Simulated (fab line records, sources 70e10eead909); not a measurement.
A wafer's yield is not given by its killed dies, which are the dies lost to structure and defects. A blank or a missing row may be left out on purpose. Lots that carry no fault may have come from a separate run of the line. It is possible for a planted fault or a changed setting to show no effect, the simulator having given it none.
A struck lot beside a sound one || flow nandHarc || 15 out of 1302 route steps
Sound: wafers L807.1, L807.3, L807.6. Struck: wafers L809.1, L809.5, L809.6. Last of all comes the cause.
Order at every step that has rows: each side's tool, ch and its chambers, its first start. Under that, the readings that differ: sound wafers || struck wafers || difference of the means || sigmas: that difference in standard deviations of wafers without a fault.
alike: readings whose means differ by less than 2 such deviations, and words and numbers that are the same on both sides. not compared: withheld readings, readings that some wafer has no value for, bounds like >300 that may hide the same value, and numbers for which the record gives no deviation and whose values overlap.
The two part at a step that has a row with sigmas, a row that says differs or no value, or rows on one side only. Numbers that don't overlap but have no deviation are shown without sigmas and don't part them. A reading that every wafer of one side lacks parts them only if that side has two wafers or more.

first, 9 steps without rows for these wafers: NHARC_P_GATE_SRD_100; NHARC_P_GATE_DEHYDRATE_38 (time 120 s); NHARC_P_GATE_HMDS_39 (time 30 s); NHARC_P_GATE_COAT_40; NHARC_P_GATE_SOFTBAKE_41 (time 95 s); NHARC_P_GATE_EBR_42; NHARC_P_GATE_EXPOSE_43 (exposes mask P NSD, target cd 720 nm); NHARC_P_GATE_PEB_44 (peb time 85 s); NHARC_P_GATE_DEVELOP_45 (time 70 s).
NHARC_P_GATE_CD_MEAS_46: the cd target is 720 nm.
  sound on cdSem-02 ch 0, day 7 15:02; struck on cdSem-03 ch 0, day 8 07:19
  alike: cdNm
then, 1 step without rows for these wafers: NHARC_P_GATE_HARDBAKE_47 (time 80 s).
NHARC_P_GATE_DESCUM_48: chemistry O2, time 3 s.
  sound on rieDiel-08 ch 0,1,2, day 7 15:11; struck on rieDiel-04 ch 1,2, day 8 07:31
  alike: drypumpMotorCurrentA, oesProductAu, rfVppV, showerheadPlenumPTorr, throttleValvePct
  not compared: rfHoursCounterH
NHARC_P_GATE_IMPLANT_49:
  struck on implanter-01, day 8 07:39; sound on implanter-01 ch 0, day 7 15:20
  no value came back on the struck wafers for beamEnergyKeV, beamOnS (s), tiltDeg (degrees); on the sound wafers beamEnergyKeV reads 29.994 30.010 29.996
NHARC_P_GATE_STRIP_111: strips in N2/H2, time 250 s.
  sound on plasmaAsher-01 ch 1, day 7 15:34; struck on plasmaAsher-01 ch 0,1, day 8 07:55
  alike: drypumpMotorCurrentA, heaterPowerW, rfReflPowerW
  not compared: rfHoursCounterH
-- record jumps: 19 days between struck wafers' starts before vs after; left off in module P_GATE, resumes in module END, first step shown is number 1302 of the route --
NHARC_END_SORT_01:
  the record has rows for the struck wafers here (prober-01 ch 0, day 27 02:10) and none for the sound ones

WHERE THEY PART
Last at NHARC_END_SORT_01 as far as this record goes, first at NHARC_P_GATE_IMPLANT_49.

WHY: the cause the simulator had injected
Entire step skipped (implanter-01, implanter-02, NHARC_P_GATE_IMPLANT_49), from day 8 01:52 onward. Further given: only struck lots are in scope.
